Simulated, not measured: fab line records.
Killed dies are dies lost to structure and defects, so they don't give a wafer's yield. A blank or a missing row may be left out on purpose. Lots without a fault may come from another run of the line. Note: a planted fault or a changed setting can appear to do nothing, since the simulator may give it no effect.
Matching of chambers :: flow n5 finfet :: rie diel-06 running N5_BEOL_M5_ETCH_68: 4 sister chambers
The step etches SOC in N2/H2, target depth 80 nm, overetch 16 nm, time 120 s. 4 wafers are shown with their chamber, then 9 later ones without.

WAFERS WITH THEIR CHAMBER
wafer: L083.4
chamber: 1
drypump motor current A (A): 6.6

wafer: L085.2
chamber: 2
drypump motor current A (A): 5.6

wafer: L085.4
chamber: 3
drypump motor current A (A): 5.9

wafer: L085.5
chamber: 0
drypump motor current A (A): 5.8

WAFERS MISSING THEIR CHAMBER
wafer: L087.1
drypump motor current A (A): 6.6

wafer: L087.2
drypump motor current A (A): 5.9

wafer: L087.3
drypump motor current A (A): 5.7

wafer: L097.2
drypump motor current A (A): 5.9

wafer: L097.3
drypump motor current A (A): 5.8

wafer: L097.6
drypump motor current A (A): 5.9

wafer: L094.1
drypump motor current A (A): 5.9

wafer: L094.4
drypump motor current A (A): 5.8

wafer: L094.6
drypump motor current A (A): 5.9

CHAMBER TAKEN BY EACH
wafer: L087.1
from the rows above: 1
in truth: 1

wafer: L087.2
from the rows above: 3
in truth: 3

wafer: L087.3
from the rows above: can't be placed: 0 or 2
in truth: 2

wafer: L097.2
from the rows above: 3
in truth: 3

wafer: L097.3
from the rows above: 0
in truth: 0

wafer: L097.6
from the rows above: 3
in truth: 3

wafer: L094.1
from the rows above: 3
in truth: 3

wafer: L094.4
from the rows above: 0
in truth: 0

wafer: L094.6
from the rows above: 3
in truth: 3
Correctly placed: 8 of 9. Cannot be placed on the basis of these rows: 1; the candidates contain the true chamber in 1. Placed wrongly: 0.
How it was worked out, from the rows above alone: a wafer's distance from a chamber is the root of the sum, over the readings, of the square of ((its reading less the chamber's mean) divided by the reading's scatter). If the next closest chamber is less than 2 further off than the closest, the wafer can't be placed; otherwise it belongs to the closest. Each chamber's mean is taken over the wafers shown for it. The scatter (one wafer shown for each chamber): square how far every hidden wafer sits from the nearest shown wafer, average those squares and take the square root.
